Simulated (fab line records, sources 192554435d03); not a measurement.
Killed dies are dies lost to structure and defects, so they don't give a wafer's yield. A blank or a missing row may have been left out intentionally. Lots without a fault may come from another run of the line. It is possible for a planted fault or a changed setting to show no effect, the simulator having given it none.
fab line records	flow n5_finfet
record: lots: 13	wafers: 37	last_day: 24
route steps=1938 shown BEOL_M4@1073 PASSIVATION@1936
lots that met no fault: from a run of the same line without faults
start_h: hours from the record's first day to the start of the lot's first wafer shown	wait_h: hours elapsed since this lot's preceding step	" as in the row above	L1.1+2: a row that stands for several wafers	- no value, or no start was given	* or withheld: withheld	< > ~ a bound
route shown NAME@n: names a module that has steps shown in the file, with the first one's number in the route	usual: average and standard deviation across the fault-free wafers	same: alike in all rows	chamber/n: place in a boat	sites: per-site readings	_std_site: standard deviation across them	_edge_site: the outer-site mean with the inner-site mean subtracted	radius_mm: how far each site lies from the wafer's centre	mask NAME#n: copy n	behind: the most recent tool/chamber to have shaped the wafer	hold: what put the lot on hold/how long, in hours/how the hold closed	device: names the non-switching transistor (n, p or np)	end of line: the same wafers' tests at the end of the route	where a step has no rows: the recipe by itself	killed: not the wafer's yield, but the dies lost to structure and defects at the first sort	map: the dies of a wafer, with x for killed, . for not killed, _ for no die there
set.NAME: the setting the step ran with; set.NAME@STEP: the setting that earlier step ran with	model.NAME: the simulator's own value behind a step, which no gauge read
route steps across a sampled set of lots; one table per step, one row per wafer
services: the hour from which a tool's chamber was out of use, counted from the record's first day as start_h (under 0 if before that day), plus the number of hours and why
== steps ==
step: N5_BEOL_M4_OCD_MEAS_38
usual: trench_depth_nm: 55.2/1.4
lot.wafer	tool	chamber	start_h	wait_h	trench_depth_nm
L887.1	ocd-02	-	302.12	-	57.2
L887.4	"	-	"	"	53.8
L887.6	"	-	"	"	57.6
L890.2	ocd-02	-	312.19	-	55.0
L890.4	"	-	"	"	55.1
L890.6	"	-	"	"	54.5
L889.2	ocd-01	-	327.80	-	56.1
L889.3	"	-	"	"	53.3
L889.6	"	-	"	"	54.1
L891.1	ocd-01	-	348.68	-	53.1
L891.2	"	-	"	"	53.3
L891.3	"	-	"	"	56.1
L892.1	ocd-02	-	356.52	-	54.6
L892.5	"	-	"	"	56.0
L892.6	"	-	"	"	56.6
L888.2	ocd-01	-	367.09	-	55.9
L888.4	"	-	"	"	57.1
L888.6	"	-	"	"	54.1
L893.2	ocd-02	-	383.02	-	54.3
L893.3	"	-	"	"	57.2
L893.5	"	-	"	"	56.9
L894.1	ocd-01	-	387.07	-	56.9
L894.5	"	-	"	"	56.9
L894.6	"	-	"	"	53.8
L899.2	ocd-01	-	392.70	-	53.9
L899.4	"	-	"	"	56.3
L899.6	"	-	"	"	53.8
L903.2	ocd-02	-	393.17	-	56.4
L903.4	"	-	"	"	56.2
L903.5	"	-	"	"	57.2
L900.3	ocd-01	-	405.70	-	56.0
L900.4	"	-	"	"	53.9
L900.5	"	-	"	"	56.2
L905.3	ocd-02	-	429.86	-	53.9
L905.4	"	-	"	"	57.4
L906.4	ocd-02	-	454.67	-	55.3
L906.6	"	-	"	"	56.3
step: N5_BEOL_M4_CVD_47
recipe: material: Co	target_thk_a: 30	temp_c: withheld	precursor: CCTBA/H2	pressure_torr: 30	time_s: 223.8
usual: run_length_s: 246.8/0.61
lot.wafer	tool	chamber	start_h	wait_h	run_length_s
L887.1	cvd_co-01	2	303.18	0.1	246.3
L887.4	"	0	"	"	247.1
L887.6	"	1	"	"	246.4
L890.2	cvd_co-02	0	313.26	0.1	246.1
L890.4	"	0	"	"	246.0
L890.6	"	1	"	"	246.9
L889.2	cvd_co-01	1	329.06	0.1	246.3
L889.3	"	2	"	"	246.2
L889.6	"	2	"	"	246.9
L891.1	cvd_co-02	1	349.36	0.0	247.1
L891.2	"	0	"	"	246.7
L891.3	"	2	"	"	247.1
L892.1	cvd_co-02	0	357.25	0.0	246.4
L892.5	"	0	"	"	246.6
L892.6	"	1	"	"	246.7
L888.2	cvd_co-01	1	368.40	0.1	246.0
L888.4	"	0	"	"	247.6
L888.6	"	2	"	"	246.3
L893.2	cvd_co-02	1	384.23	0.0	413.2
L893.3	"	0	"	"	412.1
L893.5	"	1	"	"	412.7
L894.1	cvd_co-02	1	387.92	0.0	412.9
L894.5	"	2	"	"	413.7
L894.6	"	0	"	"	412.0
L899.2	cvd_co-01	2	394.30	0.3	246.7
L899.4	"	2	"	"	246.2
L899.6	"	1	"	"	246.0
L903.2	cvd_co-01	1	394.47	0.3	246.3
L903.4	"	1	"	"	245.7
L903.5	"	0	"	"	247.6
L900.3	cvd_co-01	0	406.84	0.0	247.4
L900.4	"	1	"	"	245.8
L900.5	"	2	"	"	246.5
L905.3	cvd_co-01	2	430.98	0.2	247.1
L905.4	"	0	"	"	248.2
L906.4	cvd_co-01	1	456.86	0.1	245.9
L906.6	"	0	"	"	247.6
step: N5_BEOL_M4_ANNEAL_80
recipe: temp_c: 400	time_s: 240	ambient: vacuum
usual: heater_power_w: 835/78
lot.wafer	tool	chamber	start_h	wait_h	heater_power_w
L887.1	pvd_sputter-03	-	303.64	0.0	869
L887.4	"	-	"	"	810
L887.6	"	-	"	"	875
L890.2	pvd_sputter-03	-	313.76	0.0	855
L890.4	"	-	"	"	903
L890.6	"	-	"	"	867
L889.2	pvd_sputter-01	-	329.54	0.0	944
L889.3	"	-	"	"	861
L889.6	"	-	"	"	918
L891.1	pvd_sputter-01	-	349.86	0.0	939
L891.2	"	-	"	"	699
L891.3	"	-	"	"	851
L892.1	pvd_sputter-01	-	357.71	0.0	696
L892.5	"	-	"	"	939
L892.6	"	-	"	"	862
L888.2	pvd_sputter-02	-	368.88	0.0	923
L888.4	"	-	"	"	843
L888.6	"	-	"	"	929
L893.2	pvd_sputter-01	-	384.96	0.0	835
L893.3	"	-	"	"	829
L893.5	"	-	"	"	929
L894.1	pvd_sputter-02	-	388.38	0.0	840
L894.5	"	-	"	"	927
L894.6	"	-	"	"	848
L899.2	pvd_sputter-03	-	396.66	0.0	832
L899.4	"	-	"	"	844
L899.6	"	-	"	"	715
L903.2	pvd_sputter-02	-	396.73	0.0	897
L903.4	"	-	"	"	741
L903.5	"	-	"	"	875
L900.3	pvd_sputter-01	-	407.38	0.0	851
L900.4	"	-	"	"	850
L900.5	"	-	"	"	842
L905.3	pvd_sputter-02	-	431.84	0.0	840
L905.4	"	-	"	"	755
L906.4	pvd_sputter-01	-	457.37	0.0	829
L906.6	"	-	"	"	835
step: N5_BEOL_M4_ANNEAL_87
recipe: temp_c: 400	time_s: 240	ambient: vacuum
usual: heater_power_w: 834/77
lot.wafer	tool	chamber	start_h	wait_h	heater_power_w
L887.1	pvd_sputter-03	-	304.08	0.0	856
L887.4	"	-	"	"	825
L887.6	"	-	"	"	875
L890.2	pvd_sputter-03	-	314.20	0.0	851
L890.4	"	-	"	"	876
L890.6	"	-	"	"	864
L889.2	pvd_sputter-01	-	329.98	0.0	938
L889.3	"	-	"	"	820
L889.6	"	-	"	"	944
L891.1	pvd_sputter-01	-	350.33	0.0	950
L891.2	"	-	"	"	689
L891.3	"	-	"	"	847
L892.1	pvd_sputter-01	-	358.15	0.0	689
L892.5	"	-	"	"	943
L892.6	"	-	"	"	846
L888.2	pvd_sputter-02	-	369.32	0.0	910
L888.4	"	-	"	"	824
L888.6	"	-	"	"	906
L893.2	pvd_sputter-01	-	385.40	0.0	848
L893.3	"	-	"	"	847
L893.5	"	-	"	"	903
L894.1	pvd_sputter-02	-	388.82	0.0	833
L894.5	"	-	"	"	910
L894.6	"	-	"	"	839
L899.2	pvd_sputter-03	-	397.10	0.0	817
L899.4	"	-	"	"	857
L899.6	"	-	"	"	719
L903.2	pvd_sputter-02	-	397.17	0.0	917
L903.4	"	-	"	"	763
L903.5	"	-	"	"	918
L900.3	pvd_sputter-01	-	407.82	0.0	852
L900.4	"	-	"	"	862
L900.5	"	-	"	"	852
L905.3	pvd_sputter-02	-	432.28	0.0	835
L905.4	"	-	"	"	767
L906.4	pvd_sputter-01	-	457.81	0.0	835
L906.6	"	-	"	"	855
step: N5_BEOL_M4_RC_MEAS_101
usual: DIBL_N: 35.8/1.6	DIBL_P: 35.6/2	IOFF_N: 0.15/0.031	IOFF_P: 0.20/0.033	ION_N: 668/12	ION_P: 459/6.8	SS_N: 71.4/0.53	SS_P: 73.1/0.63	VT_N: 250/3.5	VT_P: -251/3
lot.wafer	tool	chamber	start_h	wait_h	DIBL_N[mV/V]	DIBL_P[mV/V]	IOFF_N[nA/um]	IOFF_P[nA/um]	ION_N[uA/um]	ION_P[uA/um]	SS_N[mV/dec]	SS_P[mV/dec]	VT_N[mV]	VT_P[mV]
L887.1	prober-01	0	306.28	0.1	34.5	34.8	0.12	0.19	645	443	70.6	73.0	255	-254
L887.4	"	0	"	"	35.5	36.2	0.15	0.21	676	459	71.5	72.9	250	-250
L887.6	"	0	"	"	36.9	37.5	0.17	0.24	672	464	71.9	73.6	248	-250
L890.2	prober-01	0	316.64	0.2	33.3	32.8	0.11	0.16	662	455	71.1	72.4	254	-253
L890.4	"	0	"	"	34.9	34.0	0.13	0.17	662	452	71.9	72.8	253	-253
L890.6	"	0	"	"	34.7	33.7	0.12	0.18	667	458	71.4	73.2	253	-254
L889.2	prober-02	0	332.25	0.2	35.0	34.9	0.13	0.16	664	447	71.4	72.5	252	-256
L889.3	"	0	"	"	37.2	37.6	0.18	0.21	681	462	71.7	73.3	248	-254
L889.6	"	0	"	"	33.3	33.1	0.12	0.15	653	454	71.0	72.2	254	-256
L891.1	prober-01	0	353.06	0.0	35.7	34.5	0.15	0.21	672	464	71.4	72.7	247	-250
L891.2	"	0	"	"	34.6	32.7	0.13	0.18	667	461	71.2	72.6	252	-251
L891.3	"	0	"	"	37.6	36.9	0.18	0.25	672	468	71.8	73.6	249	-246
L892.1	prober-02	0	360.48	0.0	36.1	32.6	0.14	0.18	660	455	72.3	73.0	251	-251
L892.5	"	0	"	"	38.3	34.5	0.16	0.21	658	450	72.0	73.9	249	-250
L892.6	"	0	"	"	38.4	35.5	0.17	0.22	670	461	72.3	73.8	246	-249
L888.2	prober-01	0	371.60	0.2	35.1	33.8	0.14	0.18	665	460	70.7	72.5	251	-252
L888.4	"	0	"	"	35.5	34.0	0.16	0.19	670	458	71.3	72.5	248	-252
L888.6	"	0	"	"	35.7	34.8	0.15	0.19	668	456	70.7	72.8	248	-250
L893.2	prober-01	0	387.70	0.2	34.6	34.7	0.12	0.17	643	449	70.8	71.9	258	-252
L893.3	"	0	"	"	34.2	34.0	0.12	0.17	657	455	70.2	72.0	255	-253
L893.5	"	0	"	"	33.9	34.0	0.12	0.17	644	451	70.4	72.1	256	-254
L894.1	prober-01	0	390.94	0.0	36.9	37.6	0.16	0.21	680	470	71.3	73.9	251	-251
L894.5	"	0	"	"	35.9	36.5	0.14	0.19	666	454	71.4	73.9	252	-253
L894.6	"	0	"	"	35.8	36.0	0.15	0.19	677	464	71.4	73.5	252	-252
L899.2	prober-02	0	399.40	0.2	32.8	34.8	0.14	0.19	667	465	71.3	72.9	251	-252
L899.4	"	0	"	"	33.6	34.3	0.14	0.19	663	459	71.6	72.9	252	-251
L899.6	"	0	"	"	33.8	34.6	0.15	0.19	670	458	70.6	73.2	249	-252
L903.2	prober-01	0	399.52	0.2	37.4	38.2	0.19	0.24	678	453	71.8	73.9	245	-246
L903.4	"	0	"	"	37.3	37.3	0.18	0.22	671	457	71.7	74.1	247	-250
L903.5	"	0	"	"	37.7	38.8	0.20	0.25	686	466	72.4	74.2	246	-248
L900.3	prober-01	0	410.25	0.3	36.0	37.2	0.16	0.17	667	454	71.8	73.1	253	-256
L900.4	"	0	"	"	35.0	37.0	0.15	0.16	668	454	71.6	73.7	251	-255
L900.5	"	0	"	"	37.1	38.1	0.18	0.17	681	448	72.0	73.1	248	-254
L905.3	prober-01	0	434.71	0.3	38.3	38.7	0.21	0.26	685	470	71.5	73.5	246	-245
L905.4	"	0	"	"	33.9	33.4	0.12	0.17	672	462	70.7	72.6	252	-253
L906.4	prober-01	0	460.39	0.5	37.8	36.4	0.16	0.20	659	456	72.2	74.3	248	-253
L906.6	"	0	"	"	35.0	33.0	0.11	0.16	663	457	71.0	72.4	254	-254
step: N5_PASSIVATION_PROBE_49
usual: defect_limited_yield: 90.7/1.5	killed_at_M0_to_M3: 38/11	killed_at_M4_up: 15/5.5	killed_at_contacts: 12/6	killed_at_front_end: 41/11	killed_at_other: 3.5/2.7	killed_dies: 110/18	killed_open: 72/13	killed_short: 35/8.7	sort_bin_5_function: 5.5/1.1	sort_bin_6_memory: 3.4/0.63	sort_bin_8_speed: 0.01/0.037	sort_n_pass: 1070/18	sort_yield_pct: 90.7/1.5
same: gross_dies: 1180	killed_at_back_side: 0	sort_bin_4_leakage[%]: 0
lot.wafer	tool	chamber	start_h	wait_h	defect_limited_yield[%]	killed_at_M0_to_M3	killed_at_M4_up	killed_at_contacts	killed_at_front_end	killed_at_other	killed_dies	killed_open	killed_short	sort_bin_5_function[%]	sort_bin_6_memory[%]	sort_bin_8_speed[%]	sort_n_pass	sort_yield_pct[%]
L887.1	prober-01	-	419.43	0.0	90.4	37	15	18	40	3	113	82	28	5.8	3.6	0.08	1066	90.3
L887.4	prober-01	-	419.58	0.2	90.0	30	16	19	50	3	118	72	44	6.9	2.5	0	1062	90.0
L887.6	prober-01	-	419.68	0.3	89.5	53	10	13	47	1	124	79	44	6.7	3.6	0	1056	89.5
L890.2	prober-02	-	423.43	0.1	91.8	29	19	12	37	0	97	62	34	5.3	2.7	0	1083	91.8
L890.4	prober-02	-	423.53	0.2	93.0	34	16	3	22	8	83	56	26	4.9	1.9	0	1097	93.0
L890.6	prober-02	-	423.63	0.3	93.8	16	16	14	23	4	73	54	18	2.9	2.9	0	1107	93.8
L889.2	prober-02	-	440.79	0.1	89.2	39	25	9	52	2	127	79	45	6.7	3.6	0	1053	89.2
L889.3	prober-02	-	440.84	0.1	88.9	38	22	3	66	2	131	78	48	6.6	4.2	0	1049	88.9
L889.6	prober-02	-	440.99	0.3	90.5	32	16	7	52	5	112	73	38	5.4	3.8	0	1068	90.5
L891.1	prober-01	-	463.22	0.0	90.8	33	15	9	49	3	109	78	31	5.8	3.3	0	1071	90.8
L891.2	prober-01	-	463.27	0.1	91.5	26	12	14	45	3	100	61	39	5.1	2.9	0	1080	91.5
L891.3	prober-01	-	463.32	0.1	92.2	28	21	5	36	2	92	65	25	4.4	3.1	0	1088	92.2
L892.1	prober-02	-	474.68	0.0	89.3	49	14	20	37	6	126	78	46	6.2	3.9	0	1054	89.3
L892.5	prober-02	-	474.88	0.2	90.6	49	16	7	32	7	111	74	34	5.9	3.3	0	1069	90.6
L892.6	prober-02	-	474.93	0.3	88.3	42	18	25	49	4	138	83	55	7.4	3.7	0	1042	88.3
L888.2	prober-01	-	496.29	0.1	89.8	45	15	15	45	0	120	90	30	5.9	4.0	0	1060	89.8
L888.4	prober-01	-	496.39	0.2	91.8	44	9	8	35	1	97	60	37	4.6	3.3	0	1083	91.8
L888.6	prober-01	-	496.49	0.3	89.4	46	10	17	52	0	125	75	50	6.1	4.2	0	1055	89.4
L903.2	prober-02	-	519.84	0.5	91.7	21	20	9	45	3	98	60	30	4.6	3.2	0	1082	91.7
L903.4	prober-02	-	519.94	0.6	89.7	42	10	21	48	1	122	81	39	6.3	3.7	0	1058	89.7
L903.5	prober-02	-	519.99	0.7	91.9	22	23	11	39	0	95	62	32	5.0	2.8	0	1085	91.9
L899.2	prober-01	-	523.35	0.1	91.6	31	11	12	42	3	99	68	31	5.3	2.7	0	1081	91.6
L899.4	prober-01	-	523.45	0.2	93.4	34	13	8	21	2	78	52	25	3.5	2.8	0.08	1102	93.4
L899.6	prober-01	-	523.55	0.3	93.6	27	14	2	26	7	76	52	24	3.6	2.5	0	1104	93.6
L900.3	prober-02	-	536.03	0.1	89.7	51	17	11	41	1	121	81	35	6.1	3.6	0	1059	89.7
L900.4	prober-02	-	536.08	0.2	89.2	44	18	7	56	3	128	70	52	6.4	3.6	0	1052	89.2
L900.5	prober-02	-	536.13	0.2	88.9	28	17	13	73	0	131	98	33	6.4	4.2	0	1049	88.9
L905.3	prober-01	-	554.84	0.1	89.4	48	13	10	46	8	125	77	48	6.4	3.5	0	1055	89.4
L905.4	prober-01	-	554.89	0.2	90.7	40	16	10	36	8	110	81	29	5.9	3.1	0	1070	90.7
L906.4	prober-01	-	564.55	0.2	91.5	23	16	15	39	7	100	69	31	5.0	3.3	0	1080	91.5
L906.6	prober-01	-	564.65	0.3	92.4	23	18	12	28	9	90	53	37	4.3	3.0	0	1090	92.4
killed by level:class
L887.1 FIN_SAQP:geometric_particle:open=15 MOL_CONTACT_COAG:geometric_particle:open=15 BEOL_M2:geometric_particle:open=11 BEOL_M4:geometric_particle:open=11 BEOL_M2:geometric_particle:short=8 STI_FIN_REVEAL:geometric_particle:open=7 BEOL_M0_SAQP:geometric_particle:open=7 DUMMY_GATE:geometric_particle:open=5
L887.4 MOL_CONTACT_COAG:geometric_particle:open=13 BEOL_M4:geometric_particle:open=9 STI_FIN_REVEAL:geometric_particle:open=9 GATE_CUT:geometric_particle:short=8 BEOL_M3:geometric_particle:open=7 FIN_SAQP:geometric_particle:open=6 MOL_CONTACT_COAG:geometric_particle:short=5 BEOL_M0_SAQP:geometric_particle:short=5
L887.6 BEOL_M0_SAQP:geometric_particle:open=16 MOL_CONTACT_COAG:geometric_particle:open=10 FIN_SAQP:geometric_particle:open=9 BEOL_M0_SAQP:geometric_particle:short=9 BEOL_M0:geometric_particle:open=9 GATE_CUT:geometric_particle:short=8 STI_FIN_REVEAL:geometric_particle:open=6 DUMMY_GATE:geometric_particle:open=6
L890.2 BEOL_M0_SAQP:geometric_particle:short=11 MOL_CONTACT_COAG:geometric_particle:open=10 BEOL_M0_SAQP:geometric_particle:open=7 BEOL_M4:geometric_particle:open=7 FIN_SAQP:geometric_particle:open=6 FIN_SAQP:geometric_particle:short=6 BEOL_M2:geometric_particle:open=5 BEOL_M5:geometric_particle:open=5
L890.4 BEOL_M5:geometric_particle:open=7 BEOL_M0_SAQP:geometric_particle:open=6 BEOL_M0_SAQP:geometric_particle:short=6 BEOL_M3:geometric_particle:open=6 BEOL_M2:geometric_particle:open=5 FIN_SAQP:geometric_particle:short=4 GATE_CUT:geometric_particle:short=4 STARTING-WAFER:geometric_particle:open=4
L890.6 MOL_CONTACT_COAG:geometric_particle:open=12 BEOL_M4:geometric_particle:open=7 STI_FIN_REVEAL:geometric_particle:open=5 BEOL_M0_SAQP:geometric_particle:short=5 FIN_SAQP:geometric_particle:short=4 BEOL_M7:geometric_particle:open=4 STARTING-WAFER:geometric_particle:open=4 PAD_METAL:geometric_particle:open=3
L889.2 FIN_SAQP:geometric_particle:short=19 FIN_SAQP:geometric_particle:open=14 BEOL_M0_SAQP:geometric_particle:open=9 BEOL_M4:geometric_particle:open=9 BEOL_M3:geometric_particle:open=8 BEOL_M5:geometric_particle:open=8 BEOL_M2:geometric_particle:open=7 MOL_CONTACT_COAG:geometric_particle:open=6
L889.3 FIN_SAQP:geometric_particle:open=20 FIN_SAQP:geometric_particle:short=15 DUMMY_GATE:geometric_particle:open=10 BEOL_M4:geometric_particle:open=8 BEOL_M0_SAQP:geometric_particle:open=6 BEOL_M0_SAQP:geometric_particle:short=6 BEOL_M1:geometric_particle:open=5 BEOL_M2:geometric_particle:open=5
L889.6 FIN_SAQP:geometric_particle:open=21 FIN_SAQP:geometric_particle:short=12 BEOL_M2:geometric_particle:open=9 BEOL_M4:geometric_particle:open=9 BEOL_M0_SAQP:geometric_particle:short=6 BEOL_M0_SAQP:geometric_particle:open=6 MOL_CONTACT_COAG:geometric_particle:open=5 BEOL_M1:geometric_particle:open=4
L891.1 STI_FIN_REVEAL:geometric_particle:open=10 FIN_SAQP:geometric_particle:open=9 BEOL_M4:geometric_particle:open=9 MOL_CONTACT_COAG:geometric_particle:open=8 BEOL_M1:geometric_particle:open=8 FIN_SAQP:geometric_particle:short=7 BEOL_M0_SAQP:geometric_particle:open=7 BEOL_M0_SAQP:geometric_particle:short=7
L891.2 FIN_SAQP:geometric_particle:short=13 STI_FIN_REVEAL:geometric_particle:open=13 MOL_CONTACT_COAG:geometric_particle:open=10 BEOL_M0_SAQP:geometric_particle:open=7 BEOL_M0_SAQP:geometric_particle:short=7 BEOL_M1:geometric_particle:open=7 BEOL_M4:geometric_particle:open=5 FIN_SAQP:geometric_particle:open=4
L891.3 STI_FIN_REVEAL:geometric_particle:open=11 BEOL_M4:geometric_particle:open=11 BEOL_M0_SAQP:geometric_particle:open=6 FIN_SAQP:geometric_particle:open=5 DUMMY_GATE:geometric_particle:open=5 BEOL_M0_SAQP:geometric_particle:short=5 STI_FIN_REVEAL:geometric_particle:short=4 MOL_CONTACT_COAG:geometric_particle:open=4
L892.1 MOL_CONTACT_COAG:geometric_particle:open=16 BEOL_M0_SAQP:geometric_particle:open=16 FIN_SAQP:geometric_particle:short=10 DUMMY_GATE:geometric_particle:open=9 BEOL_M0_SAQP:geometric_particle:short=9 BEOL_M2:geometric_particle:open=7 BEOL_M1:geometric_particle:short=5 GATE_CUT:geometric_particle:short=4
L892.5 BEOL_M0_SAQP:geometric_particle:open=13 BEOL_M0_SAQP:geometric_particle:short=10 FIN_SAQP:geometric_particle:open=9 MOL_CONTACT_COAG:geometric_particle:open=7 BEOL_M1:geometric_particle:open=7 BEOL_M4:geometric_particle:open=7 STI_FIN_REVEAL:geometric_particle:open=6 BEOL_M2:geometric_particle:open=5
L892.6 MOL_CONTACT_COAG:geometric_particle:open=20 FIN_SAQP:geometric_particle:short=13 FIN_SAQP:geometric_particle:open=10 BEOL_M2:geometric_particle:open=8 BEOL_M0_SAQP:geometric_particle:short=8 GATE_CUT:geometric_particle:short=6 BEOL_M4:geometric_particle:open=6 BEOL_M2:geometric_particle:short=6
L888.2 BEOL_M0_SAQP:geometric_particle:open=13 MOL_CONTACT_COAG:geometric_particle:open=9 BEOL_M2:geometric_particle:open=9 BEOL_M1:geometric_particle:open=7 BEOL_M3:geometric_particle:open=7 MOL_CONTACT_COAG:geometric_particle:short=6 BEOL_M4:geometric_particle:open=6 FIN_CUT:geometric_particle:open=5
L888.4 DUMMY_GATE:geometric_particle:open=11 BEOL_M2:geometric_particle:open=11 BEOL_M0_SAQP:geometric_particle:short=8 BEOL_M0_SAQP:geometric_particle:open=7 BEOL_M3:geometric_particle:open=7 STARTING-WAFER:geometric_particle:short=6 MOL_CONTACT_COAG:geometric_particle:open=5 FIN_SAQP:geometric_particle:short=4
L888.6 MOL_CONTACT_COAG:geometric_particle:open=17 BEOL_M0_SAQP:geometric_particle:short=14 GATE_CUT:geometric_particle:short=9 BEOL_M0_SAQP:geometric_particle:open=9 FIN_SAQP:geometric_particle:open=8 BEOL_M3:geometric_particle:open=8 FIN_SAQP:geometric_particle:short=7 DUMMY_GATE:geometric_particle:open=7
L903.2 BEOL_M4:geometric_particle:open=8 FIN_SAQP:geometric_particle:short=7 MOL_CONTACT_COAG:geometric_particle:open=6 BEOL_M2:geometric_particle:open=6 HKMG_FIN:area_etch=6 FIN_SAQP:geometric_particle:open=5 GATE_CUT:geometric_particle:open=5 BEOL_M0_SAQP:geometric_particle:open=5
L903.4 MOL_CONTACT_COAG:geometric_particle:open=18 FIN_SAQP:geometric_particle:short=11 FIN_SAQP:geometric_particle:open=10 BEOL_M0_SAQP:geometric_particle:short=9 BEOL_M3:geometric_particle:open=9 BEOL_M0_SAQP:geometric_particle:open=8 GATE_CUT:geometric_particle:short=5 BEOL_M1:geometric_particle:open=5
L903.5 STI_FIN_REVEAL:geometric_particle:open=9 MOL_CONTACT_COAG:geometric_particle:open=8 GATE_CUT:geometric_particle:short=7 BEOL_M4:geometric_particle:open=7 FIN_SAQP:geometric_particle:short=5 FIN_SAQP:geometric_particle:open=5 BEOL_M0_SAQP:geometric_particle:short=5 BEOL_M3:geometric_particle:open=5
L899.2 FIN_SAQP:geometric_particle:open=11 MOL_CONTACT_COAG:geometric_particle:open=11 BEOL_M0_SAQP:geometric_particle:open=9 GATE_CUT:geometric_particle:short=8 DUMMY_GATE:geometric_particle:open=7 BEOL_M1:geometric_particle:open=7 BEOL_M0_SAQP:geometric_particle:short=5 FIN_SAQP:geometric_particle:short=4
L899.4 MOL_CONTACT_COAG:geometric_particle:open=8 BEOL_M1:geometric_particle:open=6 GATE_CUT:geometric_particle:open=6 BEOL_M0_SAQP:geometric_particle:open=5 BEOL_M0:geometric_particle:short=5 BEOL_M3:geometric_particle:short=5 BEOL_M0_SAQP:geometric_particle:short=4 DUMMY_GATE:geometric_particle:open=3
L899.6 BEOL_M4:geometric_particle:open=8 FIN_SAQP:geometric_particle:open=7 BEOL_M0_SAQP:geometric_particle:open=7 BEOL_M0:geometric_particle:open=7 BEOL_M0_SAQP:geometric_particle:short=5 FIN_SAQP:geometric_particle:short=3 STI_FIN_REVEAL:geometric_particle:open=3 DUMMY_GATE:geometric_particle:open=3
L900.3 BEOL_M0_SAQP:geometric_particle:short=17 BEOL_M0_SAQP:geometric_particle:open=15 STI_FIN_REVEAL:geometric_particle:open=13 MOL_CONTACT_COAG:geometric_particle:open=9 BEOL_M1:geometric_particle:open=6 FIN_SAQP:geometric_particle:open=5 BEOL_M4:geometric_particle:open=5 BEOL_M1:geometric_particle:short=5
L900.4 STI_FIN_REVEAL:geometric_particle:open=19 BEOL_M0_SAQP:geometric_particle:short=16 BEOL_M0_SAQP:geometric_particle:open=14 FIN_SAQP:geometric_particle:short=11 BEOL_M4:geometric_particle:open=11 STI_FIN_REVEAL:geometric_particle:short=7 MOL_CONTACT_COAG:geometric_particle:open=5 BEOL_M1:geometric_particle:open=5
L900.5 STI_FIN_REVEAL:geometric_particle:open=29 BEOL_M4:geometric_particle:open=12 FIN_SAQP:geometric_particle:open=11 MOL_CONTACT_COAG:geometric_particle:open=10 BEOL_M0_SAQP:geometric_particle:open=10 FIN_SAQP:geometric_particle:short=7 DUMMY_GATE:geometric_particle:open=6 STI_FIN_REVEAL:geometric_particle:short=5
L905.3 BEOL_M3:geometric_particle:open=13 BEOL_M2:geometric_particle:open=8 FIN_SAQP:geometric_particle:open=7 BEOL_M3:geometric_particle:short=7 STARTING-WAFER:geometric_particle:short=7 MOL_CONTACT_COAG:geometric_particle:open=7 BEOL_M0_SAQP:geometric_particle:open=7 FIN_SAQP:geometric_particle:short=5
L905.4 BEOL_M3:geometric_particle:open=16 BEOL_M2:geometric_particle:open=9 MOL_CONTACT_COAG:geometric_particle:open=8 BEOL_M4:geometric_particle:open=8 FIN_SAQP:geometric_particle:short=7 STI_FIN_REVEAL:geometric_particle:open=6 BEOL_M1:geometric_particle:open=6 FIN_SAQP:geometric_particle:open=4
L906.4 MOL_CONTACT_COAG:geometric_particle:open=13 STI_FIN_REVEAL:geometric_particle:open=11 FIN_SAQP:geometric_particle:open=8 BEOL_M0_SAQP:geometric_particle:short=7 BEOL_M0_SAQP:geometric_particle:open=6 BEOL_M4:geometric_particle:open=6 FIN_SAQP:geometric_particle:short=5 BEOL_M2:geometric_particle:open=4
L906.6 MOL_CONTACT_COAG:geometric_particle:open=10 GATE_CUT:geometric_particle:open=6 FIN_SAQP:geometric_particle:short=5 BEOL_M3:geometric_particle:open=5 BEOL_M0_SAQP:geometric_particle:short=5 BEOL_M5:geometric_particle:open=5 STI_FIN_REVEAL:geometric_particle:open=4 BEOL_M4:geometric_particle:open=4
== services ==
tool	chamber	start_h	hours	kind
cvd_co-02	-	286.98	3.0	repair
cvd_co-02	1	316.75	9.9	repair
cvd_co-02	-	323.34	6.0	pm
cvd_co-01	1	333.33	-	clean
cvd_co-01	1	333.33	22.0	scheduled_down
cvd_co-01	1	333.33	22.0	vent_cycle
cvd_co-01	-	427.07	1.6	repair
pvd_sputter-01	-	437.89	2.9	repair
== key ==
first_sign: step: N5_BEOL_M4_CVD_47	reading: run_length_s	direction: up	sigmas: 99+	usual: *	struck: *
effect none on later readings
met_at N5_BEOL_M4_CVD_47
struck_lots L893,L894
rows_end L893.2,L893.3,L893.5,L894.1,L894.5,L894.6
not_acting_at N5_BEOL_M4_OCD_MEAS_38,N5_BEOL_M4_ANNEAL_80,N5_BEOL_M4_ANNEAL_87
onset_between 357.25 384.23
fault: kind: process_parameter_drift	tool: cvd_co-02	chamber: -	onset_h: 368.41	steps: N5_BEOL_M4_CVD_47	channel: time_s	offset: *	shape: step	acts_in: *	stated: *
rows_end: these wafers met a further fault down the route, and their rows from its step on are left out
